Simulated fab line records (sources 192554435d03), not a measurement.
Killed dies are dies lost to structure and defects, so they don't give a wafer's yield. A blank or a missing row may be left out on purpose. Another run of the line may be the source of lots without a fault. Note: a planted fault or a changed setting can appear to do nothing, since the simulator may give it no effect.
fab line records    flow n5-finfet
[record] lots = 7  wafers = 39
route steps=1938 shown ZERO_LAYER@4 FIN_SAQP@138 MOL_CONTACT_COAG@562 BEOL_M3@974
start-h: hours from the record's first day to the start of the lot's first wafer shown    wait-h: time in hours since the lot's previous step    " as in the row above    L1.1+2: several wafers, shown together as one row    - value missing, or start not given    * or withheld: withheld    < > ~ a bound
route shown NAME@n: a module of which the file shows steps, and the number in the route of the first    usual: mean/standard deviation taken from wafers without a fault    same: alike in all rows    chamber/n: place in a boat    sites: per-site readings    _std_site: standard deviation across them    _edge_site: inner sites' mean taken away from outer sites' mean    radius-mm: how far each site lies from the wafer's centre    mask NAME#n: copy n    behind: tool/chamber where the wafer was last shaped    hold: what put the lot on hold/how long, in hours/how the hold closed    device: whichever transistor did not switch (one of n, p or np)    end of line: tests of these same wafers at the route's end    a step without rows: its recipe alone    killed: dies lost to structure and defects at the first sort, not the wafer's yield    map: a wafer's dies, marking killed ones x, the rest . and places with no die _
set.NAME: the run value of the setting; set.NAME@STEP: its run value at that earlier step    model.NAME: the simulator's own value behind a step, which no gauge read
one table per step and one row per wafer, for lots whose settings were changed on purpose
[[steps]]
[step N5_ZERO_LAYER_PECVD_02]
[recipe] material = SiO2  target-thk-a = 100  temp-c = 400  precursor = SiH4/N2O  pressure-torr = 0.75  rf-w = 275  time-s = 6
lot.wafer  tool      chamber  start-h  wait-h  set.time-s  model.SiO2_of_ZERO_LAYER_PECVD_02.thk-nm
L079.1     pecvd-02  1        42.29    0.0     4.204       6.869
L079.2     "         0        "        "       4.204       6.734
L079.3     "         2        "        "       6           9.771
L079.4     "         1        "        "       4.204       6.973
L079.5     "         2        "        "       6           9.887
L079.6     "         0        "        "       6           9.899
L080.1     pecvd-01  0        48.28    0.0     6           9.875
L080.2     "         1        "        "       6           9.864
L080.3     "         0        "        "       3.399       5.817
L080.4     "         1        "        "       3.399       5.822
L080.5     "         0        "        "       6           9.838
L080.6     "         1        "        "       3.399       5.585
L081.1     pecvd-01  2        54.28    0.0     6           9.854
L081.2     "         0        "        "       6           9.699
L081.3     "         1        "        "       6           9.911
L081.4     "         1        "        "       6           10.06
L081.5     "         2        "        "       6           10.18
L081.6     "         0        "        "       6           10.1
L084.1     pecvd-01  2        72.28    0.0     6           10.11
L084.2     "         0        "        "       2.916       4.931
L084.3     "         1        "        "       6           10.02
L084.4     "         0        "        "       6           10.15
L084.5     "         2        "        "       2.916       4.96
L084.6     "         1        "        "       2.916       4.827
L089.1     pecvd-01  1        102.28   0.0     6           9.875
L089.2     "         1        "        "       7.04        11.79
L089.3     "         1        "        "       7.04        11.73
L089.4     "         1        "        "       6           10.01
L089.5     "         1        "        "       7.04        11.69
L089.6     "         1        "        "       6           9.953
L090.1     pecvd-02  2        108.28   0.0     6           9.94
L090.2     "         0        "        "       6           9.704
L090.3     "         1        "        "       6           9.723
L095.1     pecvd-01  1        138.30   0.0     6           9.918
L095.2     "         2        "        "       7.335       12.08
L095.3     "         0        "        "       6           9.85
L095.4     "         2        "        "       6           10.02
L095.5     "         1        "        "       7.335       12.29
L095.6     "         0        "        "       7.335       12.26
[step N5_FIN_SAQP_SPACER2_ALD_28]
[recipe] material = SiO2  target-thk-a = 81  temp-c = 300  ald-precursor-family = BDEAS  ald-co-reactant = O2-plasma  pulse-time-s = 1  purge-time-s = 2  co-reactant-purge-time-s = 2  pressure-torr = 2
lot.wafer         tool        chamber      start-h  wait-h  set.target-thk-a  model.SiO2_of_FIN_SAQP_SPACER2_ALD_28.thk-nm
L079.1+4+5        ald-sin-03  2,1,3        55.09    0.1     48.22             4.8
L079.2            "           3            "        "       81                8
L079.3+6          "           0,2          "        "       81                8.2
L080.1+3          ald-sin-02  0,3          60.37    0.1     129.6             13
L080.2+6          "           2,3          "        "       81                8.2
L080.4            "           1            "        "       129.6             12.8
L080.5            "           0            "        "       81                8
L081.1+2+3+4+5+6  ald-sin-03  3,1,0,2,1,2  66.63    0.1     81                8
L084.1+3+4+5      ald-sin-01  3,0,2,0      85.16    0.1     81                8.2
L084.2+6          "           1            "        "       81                8
L089.1+2+3+4+5+6  ald-sin-02  1,2,0,3,3,2  118.12   0.1     81                8.2
L090.1+2+3        ald-sin-03  1,3,0        122.11   0.1     81                8.2
L095.1+3+6        ald-sin-01  0,3,0        153.70   0.1     42.16             4.2
L095.2+4+5        "           2,2,3        "        "       81                8.2
[step N5_FIN_SAQP_SPACER2_ETCHBACK_29]
[recipe] chemistry = CHF3/O2  mode = anisotropic-etchback  target = SiO2  target-depth-a = 122  time-s = 6.1  pressure-mtorr = 30  source-w = 650  bias-w = 170  Ar_flow_sccm = 200  CHF3_flow_sccm = 50  O2_flow_sccm = 5  ion-energy-ev = 200
[step N5_FIN_SAQP_MANDREL2_REMOVE_60]
[recipe] chemistry = HBr/Cl2/O2  bt-time-s = 10  target = a-Si  stop-on = SiNx  endpoint = OES-SiCl  over-etch-frac = 1  icp-w = 600  bias-w = 22  HBr_flow_sccm = 150  Cl2_flow_sccm = 80  O2_flow_sccm = 5  pressure-mtorr = 10
lot.wafer       tool       chamber    start-h  wait-h  set.target-thk-a@FIN_SAQP_SPACER2_ALD_28  model.FIN_SAQP.cd-nm
L079.1+4+5      rie-si-01  2,1,3      55.55    0.1     48.22                                     4.8
L079.2+3+6      "          0,3,0      "        "       81                                        8.2
L080.1+4        rie-si-01  3,0        60.78    0.1     129.6                                     13
L080.2+5+6      "          1,3,2      "        "       81                                        8
L080.3          "          2          "        "       129.6                                     12.8
L081.1          rie-si-01  0          67.04    0.1     81                                        8.2
L081.2+3+4+5+6  "          1,3,2,1,2  "        "       81                                        8
L084.1+3+4+5+6  rie-si-05  3,2,0,2,1  85.58    0.1     81                                        8
L084.2          "          1          "        "       81                                        7.8
L089.1+4+6      rie-si-03  1,1,3      118.55   0.1     81                                        8.2
L089.2+3+5      "          0,3,0      "        "       81                                        8
L090.1+2+3      rie-si-01  1,2,3      122.61   0.1     81                                        8.2
L095.1          rie-si-01  3          154.14   0.1     42.16                                     4.4
L095.2+4        "          2,0        "        "       81                                        8.2
L095.3+6        "          1          "        "       42.16                                     4.2
L095.5          "          2          "        "       81                                        8.4
[step N5_FIN_SAQP_CD_MEAS_31]
[recipe] target-cd-nm = 8  landing-energy-ev = 1000  detector = se-inlens  polarity = line
[usual] cd-nm = 8.09/0.2
lot.wafer  tool       chamber  start-h  wait-h  set.target-thk-a@FIN_SAQP_SPACER2_ALD_28  cd-nm
L079.1     cd-sem-02  0        55.66    0.1     48.22                                     4.81
L079.2     "          0        "        "       81                                        8.37
L079.3     "          0        "        "       81                                        7.90
L079.4     "          0        "        "       48.22                                     4.84
L079.5     "          0        "        "       48.22                                     4.69
L079.6     "          0        "        "       81                                        8.06
L080.1     cd-sem-01  0        60.89    0.1     129.6                                     12.84
L080.2     "          0        "        "       81                                        7.95
L080.3     "          0        "        "       129.6                                     12.68
L080.4     "          0        "        "       129.6                                     13.37
L080.5     "          0        "        "       81                                        7.91
L080.6     "          0        "        "       81                                        8.41
L081.1     cd-sem-02  0        67.16    0.1     81                                        8.19
L081.2     "          0        "        "       81                                        8.09
L081.3     "          0        "        "       81                                        7.89
L081.4     "          0        "        "       81                                        8.28
L081.5     "          0        "        "       81                                        8.21
L081.6     "          0        "        "       81                                        7.99
L084.1     cd-sem-02  0        85.69    0.1     81                                        7.65
L084.2     "          0        "        "       81                                        7.85
L084.3     "          0        "        "       81                                        8.09
L084.4     "          0        "        "       81                                        7.76
L084.5     "          0        "        "       81                                        8.01
L084.6     "          0        "        "       81                                        7.88
L089.1     cd-sem-03  0        118.66   0.1     81                                        8.13
L089.2     "          0        "        "       81                                        8.10
L089.3     "          0        "        "       81                                        8.01
L089.4     "          0        "        "       81                                        8.23
L089.5     "          0        "        "       81                                        7.93
L089.6     "          0        "        "       81                                        7.91
L090.1     cd-sem-01  0        122.72   0.1     81                                        7.85
L090.2     "          0        "        "       81                                        8.24
L090.3     "          0        "        "       81                                        8.07
L095.1     cd-sem-03  0        154.25   0.1     42.16                                     3.99
L095.2     "          0        "        "       81                                        8.62
L095.3     "          0        "        "       42.16                                     4.54
L095.4     "          0        "        "       81                                        7.92
L095.5     "          0        "        "       81                                        8.32
L095.6     "          0        "        "       42.16                                     4.34
[step N5_FIN_SAQP_HM_OPEN_33]
[recipe] chemistry = CH3F/O2  target = SiNx  mask-material = SiO2  target-depth-a = 494  time-s = 70.6  pressure-mtorr = 30  source-w = 395  bias-w = 73  Ar_flow_sccm = 150  CH3F_flow_sccm = 30  O2_flow_sccm = 20  ion-energy-ev = 120  ends = cleared
lot.wafer     tool         chamber  start-h  wait-h  set.target-thk-a@FIN_SAQP_SPACER2_ALD_28  model.FIN_SAQP.cd-nm
L079.1+5      rie-diel-03  0,2      55.71    0.0     48.22                                     4.8
L079.2+3+6    "            3,2,3    "        "       81                                        8.2
L079.4        "            0        "        "       48.22                                     5
L080.1+4      rie-diel-03  0,3      61.02    0.1     129.6                                     13
L080.2+5+6    "            2,0,2    "        "       81                                        8
L080.3        "            3        "        "       129.6                                     12.8
L081.1        rie-diel-01  1        67.20    0.0     81                                        8.2
L081.2+3+5+6  "            2,3,0,1  "        "       81                                        8
L081.4        "            0        "        "       81                                        7.8
L084.1+2+3+4  rie-diel-01  1,3,0,2  85.74    0.0     81                                        8
L084.5+6      "            1,0      "        "       81                                        7.8
L089.1+3      rie-diel-01  1,3      118.93   0.3     81                                        8.2
L089.2+5+6    "            0,3,0    "        "       81                                        8
L089.4        "            2        "        "       81                                        8.4
L090.1+2+3    rie-diel-05  2,0,0    122.77   0.0     81                                        8
L095.1+6      rie-diel-03  2,1      154.46   0.2     42.16                                     4.4
L095.2        "            1        "        "       81                                        8.4
L095.3        "            3        "        "       42.16                                     4.2
L095.4        "            0        "        "       81                                        8
L095.5        "            2        "        "       81                                        8.2
[step N5_FIN_SAQP_ETCH_34]
[recipe] chemistry = C4F6/O2  target = SiO2  target-depth-a = 450  time-s = 15  ion-energy-ev = 250  pressure-mtorr = 30  source-w = 345  bias-w = 185  Ar_flow_sccm = 300  C4F6_flow_sccm = 10  O2_flow_sccm = 10  ends = cleared
[step N5_FIN_SAQP_STRIP_77]
[recipe] chemistry = N2/H2  time-s = 90  power-w = 100  temp-c = 40  pressure-mtorr = 100  rf-frequency-hz = 6e+07  bias-power-w = 3  n2-flow-sccm = 300  h2-flow-sccm = 300
[step N5_FIN_SAQP_HM_CD_35]
[recipe] target-cd-nm = 8  polarity = line
[usual] cd-nm = 8.08/0.21
lot.wafer  tool       chamber  start-h  wait-h  set.target-thk-a@FIN_SAQP_SPACER2_ALD_28  cd-nm
L079.1     cd-sem-01  -        55.93    0.1     48.22                                     5.03
L079.2     "          -        "        "       81                                        8.59
L079.3     "          -        "        "       81                                        8.36
L079.4     "          -        "        "       48.22                                     4.88
L079.5     "          -        "        "       48.22                                     4.63
L079.6     "          -        "        "       81                                        8.31
L080.1     cd-sem-02  -        61.24    0.1     129.6                                     13.18
L080.2     "          -        "        "       81                                        8.29
L080.3     "          -        "        "       129.6                                     13.10
L080.4     "          -        "        "       129.6                                     13.23
L080.5     "          -        "        "       81                                        8.00
L080.6     "          -        "        "       81                                        7.70
L081.1     cd-sem-02  -        67.42    0.1     81                                        7.89
L081.2     "          -        "        "       81                                        8.15
L081.3     "          -        "        "       81                                        7.96
L081.4     "          -        "        "       81                                        8.17
L081.5     "          -        "        "       81                                        7.98
L081.6     "          -        "        "       81                                        7.84
L084.1     cd-sem-01  -        85.97    0.1     81                                        7.81
L084.2     "          -        "        "       81                                        7.89
L084.3     "          -        "        "       81                                        8.37
L084.4     "          -        "        "       81                                        8.06
L084.5     "          -        "        "       81                                        7.65
L084.6     "          -        "        "       81                                        8.03
L089.1     cd-sem-03  -        119.14   0.1     81                                        8.21
L089.2     "          -        "        "       81                                        7.70
L089.3     "          -        "        "       81                                        8.52
L089.4     "          -        "        "       81                                        8.12
L089.5     "          -        "        "       81                                        8.00
L089.6     "          -        "        "       81                                        8.26
L090.1     cd-sem-01  -        123.08   0.1     81                                        7.69
L090.2     "          -        "        "       81                                        7.80
L090.3     "          -        "        "       81                                        8.17
L095.1     cd-sem-01  -        154.67   0.1     42.16                                     4.15
L095.2     "          -        "        "       81                                        8.08
L095.3     "          -        "        "       42.16                                     4.35
L095.4     "          -        "        "       81                                        7.93
L095.5     "          -        "        "       81                                        7.88
L095.6     "          -        "        "       42.16                                     4.14
[step N5_FIN_SAQP_ETCH_64]
[recipe] chemistry = CF4  target = SiO2  target-depth-a = 15  ion-energy-ev = 350  pressure-mtorr = 10  icp-w = 800  bias-w = 400  cf4-flow-sccm = 80
lot.wafer       tool       chamber    start-h  wait-h  set.target-thk-a@FIN_SAQP_SPACER2_ALD_28  model.FIN_SAQP.cd-nm
L079.1          rie-si-05  1          55.98    0.0     48.22                                     5
L079.2+3        "          2,3        "        "       81                                        8.2
L079.4          "          0          "        "       48.22                                     4.8
L079.5          "          0          "        "       48.22                                     4.6
L079.6          "          3          "        "       81                                        8.4
L080.1+4        rie-si-03  2,0        61.29    0.0     129.6                                     13.2
L080.2+6        "          1,3        "        "       81                                        8
L080.3          "          3          "        "       129.6                                     12.8
L080.5          "          0          "        "       81                                        8.2
L081.1          rie-si-05  3          67.47    0.0     81                                        8.2
L081.2+3+4+5+6  "          2,1,0,0,3  "        "       81                                        8
L084.1+4+6      rie-si-01  3,0,3      86.01    0.0     81                                        8
L084.2+3+5      "          2,1,0      "        "       81                                        7.8
L089.1          rie-si-05  1          119.19   0.0     81                                        8.4
L089.2+6        "          3,0        "        "       81                                        8
L089.3+4+5      "          0,2,1      "        "       81                                        8.2
L090.1+2        rie-si-05  2,1        123.13   0.0     81                                        8
L090.3          "          0          "        "       81                                        7.8
L095.1+3+6      rie-si-05  2,0,0      154.72   0.0     42.16                                     4.2
L095.2          "          1          "        "       81                                        8.4
L095.4+5        "          3,1        "        "       81                                        8.2
[step N5_FIN_SAQP_FIN_ETCH_36]
[recipe] chemistry = HBr/Cl2/O2  target-depth-a = 1200  mask-material = SiNx  time-s = 50.4  bias-w = 102  pressure-mtorr = 10  icp-w = 800  HBr_flow_sccm = 150  Cl2_flow_sccm = 80  O2_flow_sccm = 12
[step N5_FIN_SAQP_CD_MEAS_37]
[recipe] target-cd-nm = 8  polarity = line
[usual] cd-nm = 8.10/0.23
lot.wafer  tool       chamber  start-h  wait-h  set.target-thk-a@FIN_SAQP_SPACER2_ALD_28  cd-nm
L079.1     cd-sem-03  -        56.12    0.1     48.22                                     4.87
L079.2     "          -        "        "       81                                        8.35
L079.3     "          -        "        "       81                                        8.07
L079.4     "          -        "        "       48.22                                     5.46
L079.5     "          -        "        "       48.22                                     4.71
L079.6     "          -        "        "       81                                        8.61
L080.1     cd-sem-02  -        61.43    0.1     129.6                                     13.08
L080.2     "          -        "        "       81                                        8.14
L080.3     "          -        "        "       129.6                                     12.84
L080.4     "          -        "        "       129.6                                     12.94
L080.5     "          -        "        "       81                                        8.11
L080.6     "          -        "        "       81                                        7.72
L081.1     cd-sem-02  -        67.61    0.1     81                                        8.44
L081.2     "          -        "        "       81                                        8.17
L081.3     "          -        "        "       81                                        8.43
L081.4     "          -        "        "       81                                        7.49
L081.5     "          -        "        "       81                                        7.88
L081.6     "          -        "        "       81                                        7.81
L084.1     cd-sem-01  -        86.16    0.1     81                                        8.00
L084.2     "          -        "        "       81                                        7.81
L084.3     "          -        "        "       81                                        7.54
L084.4     "          -        "        "       81                                        8.01
L084.5     "          -        "        "       81                                        7.63
L084.6     "          -        "        "       81                                        7.83
L089.1     cd-sem-02  -        119.33   0.1     81                                        8.29
L089.2     "          -        "        "       81                                        8.13
L089.3     "          -        "        "       81                                        7.99
L089.4     "          -        "        "       81                                        8.19
L089.5     "          -        "        "       81                                        8.39
L089.6     "          -        "        "       81                                        7.82
L090.1     cd-sem-02  -        123.27   0.1     81                                        8.21
L090.2     "          -        "        "       81                                        8.25
L090.3     "          -        "        "       81                                        7.98
L095.1     cd-sem-02  -        154.86   0.1     42.16                                     4.22
L095.2     "          -        "        "       81                                        8.20
L095.3     "          -        "        "       42.16                                     4.07
L095.4     "          -        "        "       81                                        8.17
L095.5     "          -        "        "       81                                        8.24
L095.6     "          -        "        "       42.16                                     4.25
[step N5_MOL_CONTACT_COAG_ALD_123]
[recipe] material = SiNx  target-thk-a = 50  temp-c = 400  ald-precursor-family = SiH2I2  ald-co-reactant = N2/H2-plasma  pulse-time-s = 1  purge-time-s = 2  co-reactant-purge-time-s = 2  ald-cycles = 100  pressure-torr = 2
lot.wafer   tool        chamber  start-h  wait-h  set.ald-cycles  model.SiNx_of_MOL_CONTACT_COAG_ALD_123.thk-nm
L080.1+3+5  ald-sin-03  1,3,1    135.13   0.0     100             5
L080.2      "           2        "        "       138             6.8
L080.4+6    "           0        "        "       138             7
L079.1+2+3  ald-sin-01  1,3,0    136.59   0.0     100             5
L079.4+5+6  "           2,0,1    "        "       72              3.6
L081.1+5+6  ald-sin-03  1,1,0    137.80   0.1     100             5
L081.2+3+4  "           2,0,3    "        "       81              4
L084.1+2+6  ald-sin-03  1,0,2    156.91   0.0     145             7.2
L084.3+4+5  "           3,2,1    "        "       100             5
L089.1+3+4  ald-sin-02  0,3,2    191.66   0.0     157             7.8
L089.2+5+6  "           1,2,1    "        "       100             5
L090.1+2+3  ald-sin-03  0,1,2    197.50   0.4     100             5
L095.1+2+5  ald-sin-03  3,0,0    223.56   0.0     124             6.2
L095.3+4+6  "           2,1,3    "        "       100             5
[step N5_MOL_CONTACT_COAG_PECVD_31]
[recipe] material = SiO2  target-thk-a = 460  temp-c = 400  precursor = TEOS/O2  pressure-torr = 6.5  rf-w = withheld  teos-flow-sccm = withheld  gas = O2  flow-sccm = 2650  time-s = 8.9
[step N5_MOL_CONTACT_COAG_COAT_75]
[recipe] resist = SOC  temp-c = 250  time-s = 60  spin-rpm = 1500  resist-thk-nm = 60
[step N5_MOL_CONTACT_COAG_STRIP_120]
[recipe] chemistry = CHF3  resist = SiARC  rf-frequency-hz = 6e+07
[step N5_MOL_CONTACT_COAG_VIA_ETCH_117]
[recipe] chemistry = C4F6/O2  target-depth-a = 400  overetch-a = 80  mask-material = SOC  target = SiO2  bias-w = 455  pressure-mtorr = 10  time-s = 26  source-w = 325  Ar_flow_sccm = 300  C4F6_flow_sccm = 10  O2_flow_sccm = 10  ion-energy-ev = 575.3  ends = end-point
[step N5_MOL_CONTACT_COAG_ETCH_124]
[recipe] chemistry = CH3F/O2  target = SiNx  target-depth-a = 65  mask-material = SOC  stop-on = SiOC  over-etch-frac = 0.3  ion-energy-ev = 120  pressure-mtorr = 30  source-w = 395  bias-w = 73  Ar_flow_sccm = 150  CH3F_flow_sccm = 30  O2_flow_sccm = 20  ends = end-point
lot.wafer  tool         chamber  start-h  wait-h  set.ald-cycles@MOL_CONTACT_COAG_ALD_123  model.etch.depth-nm
L080.1     rie-diel-01  0        138.01   0.0     100                                      5.01
L080.2     "            1        "        "       138                                      6.689
L080.3     "            3        "        "       100                                      4.998
L080.4     "            2        "        "       138                                      6.486
L080.5     "            1        "        "       100                                      5.021
L080.6     "            0        "        "       138                                      6.391
L079.1     rie-diel-03  3        139.54   0.0     100                                      5.023
L079.2     "            0        "        "       100                                      5.017
L079.3     "            1        "        "       100                                      5.018
L079.4     "            2        "        "       72                                       3.619
L079.5     "            1        "        "       72                                       3.617
L079.6     "            2        "        "       72                                       3.638
L081.1     rie-diel-03  0        141.51   0.0     100                                      4.989
L081.2     "            1        "        "       81                                       4.071
L081.3     "            2        "        "       81                                       4.029
L081.4     "            3        "        "       81                                       4.07
L081.5     "            1        "        "       100                                      4.997
L081.6     "            2        "        "       100                                      4.984
L084.1     rie-diel-01  1        159.69   0.0     145                                      6.709
L084.2     "            0        "        "       145                                      6.359
L084.3     "            2        "        "       100                                      5.013
L084.4     "            3        "        "       100                                      4.996
L084.5     "            2        "        "       100                                      5.029
L084.6     "            3        "        "       145                                      6.454
L089.1     rie-diel-05  0        194.89   0.0     157                                      6.455
L089.2     "            3        "        "       100                                      4.979
L089.3     "            2        "        "       157                                      6.639
L089.4     "            1        "        "       157                                      6.571
L089.5     "            3        "        "       100                                      5.011
L089.6     "            0        "        "       100                                      4.995
L090.1     rie-diel-01  2        200.21   0.0     100                                      4.996
L090.2     "            0        "        "       100                                      5
L090.3     "            1        "        "       100                                      4.958
L095.1     rie-diel-05  3        226.28   0.0     124                                      6.174
L095.2     "            0        "        "       124                                      6.184
L095.3     "            2        "        "       100                                      4.987
L095.4     "            1        "        "       100                                      5.014
L095.5     "            0        "        "       124                                      6.16
L095.6     "            3        "        "       100                                      5.009
[step N5_BEOL_M3_ETCH_70]
[recipe] chemistry = N2/H2  target = SOC  target-depth-a = 800  overetch-a = 160  mask-material = SiARC  temp-c = 40  time-s = 120  ion-energy-ev = 200  pressure-mtorr = 30  source-w = 840  bias-w = 150  n2-flow-sccm = 200  h2-flow-sccm = 200
lot.wafer  tool         chamber  start-h  wait-h  set.time-s  model.etch.depth-nm  model.SiARC_of_BEOL_M3_COAT_68.thk-nm
L079.1     rie-diel-06  3        222.63   0.0     53.62       42.72                9.4
L079.2     "            2        "        "       120         60.1                 6.2
L079.3     "            0        "        "       53.62       41.79                9.6
L079.4     "            1        "        "       53.62       44.31                9.4
L079.5     "            2        "        "       120         60.28                6.2
L079.6     "            1        "        "       120         60.3                 6
L080.1     rie-diel-06  3        225.88   0.0     89.45       59.87                7.8
L080.2     "            0        "        "       120         60                   6.4
L080.3     "            2        "        "       89.45       59.99                7.8
L080.4     "            1        "        "       89.45       60                   7.6
L080.5     "            3        "        "       120         59.8                 6.2
L080.6     "            2        "        "       120         59.95                6.2
L081.1     rie-diel-02  0        229.53   0.0     57.44       45.75                9.2
L081.2     "            1        "        "       57.44       44.18                9.4
L081.3     "            3        "        "       120         59.9                 6.6
L081.4     "            2        "        "       120         60                   6.4
L081.5     "            3        "        "       120         59.79                6.4
L081.6     "            2        "        "       57.44       44.58                9.2
L084.1     rie-diel-04  2        255.44   0.0     120         59.98                6.4
L084.2     "            1        "        "       120         59.77                6.4
L084.3     "            3        "        "       120         59.78                6.2
L084.4     "            0        "        "       54.7        45.25                9.4
L084.5     "            3        "        "       54.7        44.93                9.4
L084.6     "            2        "        "       54.7        42.56                9.4
L089.1     rie-diel-06  3        295.19   0.0     180.4       60.2                 3.4
L089.2     "            1        "        "       180.4       60.2                 3
L089.3     "            0        "        "       120         60.15                6.4
L089.4     "            2        "        "       180.4       60.12                3.4
L089.5     "            0        "        "       120         60.17                6.4
L089.6     "            3        "        "       120         60.25                6.4
L090.1     rie-diel-04  0        299.16   0.0     120         60.32                6.4
L090.2     "            1        "        "       120         60.17                6
L090.3     "            2        "        "       120         60.24                6.4
L095.1     rie-diel-06  0        329.33   0.0     120         59.97                6.6
L095.2     "            1        "        "       59.85       49.51                9
L095.3     "            3        "        "       59.85       47.1                 9.2
L095.4     "            1        "        "       120         59.97                6
L095.5     "            3        "        "       120         60.12                6.4
L095.6     "            0        "        "       59.85       45.91                9.2
[[key]]
[split] step = N5_ZERO_LAYER_PECVD_02  setting = time-s  stated = 6  by = wafer
[response] step = N5_ZERO_LAYER_PECVD_02  reading = model.SiO2_of_ZERO_LAYER_PECVD_02.thk-nm  change = +0.0992  per = 1%  r = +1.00
[split] step = N5_FIN_SAQP_SPACER2_ALD_28  setting = target-thk-a  stated = 81  by = wafer
[response] step = N5_FIN_SAQP_SPACER2_ALD_28  reading = model.SiO2_of_FIN_SAQP_SPACER2_ALD_28.thk-nm  change = +0.0816  per = 1%  r = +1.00
[response] step = N5_FIN_SAQP_MANDREL2_REMOVE_60  reading = model.FIN_SAQP.cd-nm  change = +0.083  per = 1%  r = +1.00
[response] step = N5_FIN_SAQP_CD_MEAS_31  reading = cd-nm  change = +0.0821  per = 1%  r = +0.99
[response] step = N5_FIN_SAQP_HM_OPEN_33  reading = model.FIN_SAQP.cd-nm  change = +0.0818  per = 1%  r = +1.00
[response] step = N5_FIN_SAQP_HM_CD_35  reading = cd-nm  change = +0.0842  per = 1%  r = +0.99
[response] step = N5_FIN_SAQP_ETCH_64  reading = model.FIN_SAQP.cd-nm  change = +0.0843  per = 1%  r = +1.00
[response] step = N5_FIN_SAQP_CD_MEAS_37  reading = cd-nm  change = +0.0829  per = 1%  r = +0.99
[split] step = N5_MOL_CONTACT_COAG_ALD_123  setting = ald-cycles  stated = 100  by = wafer
[response] step = N5_MOL_CONTACT_COAG_ALD_123  reading = model.SiNx_of_MOL_CONTACT_COAG_ALD_123.thk-nm  change = +0.0497  per = 1%  r = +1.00
[response] step = N5_MOL_CONTACT_COAG_ETCH_124  reading = model.etch.depth-nm  change = +0.0354  per = 1%  r = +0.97
[split] step = N5_BEOL_M3_ETCH_70  setting = time-s  stated = 120  by = wafer
[response] step = N5_BEOL_M3_ETCH_70  reading = model.etch.depth-nm  shape = bent  at-lowest = 42.94  at-stated = 60.05  at-highest = 60.17
[response] step = N5_BEOL_M3_ETCH_70  reading = model.SiARC_of_BEOL_M3_COAT_68.thk-nm  change = -0.0577  per = 1%  r = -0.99
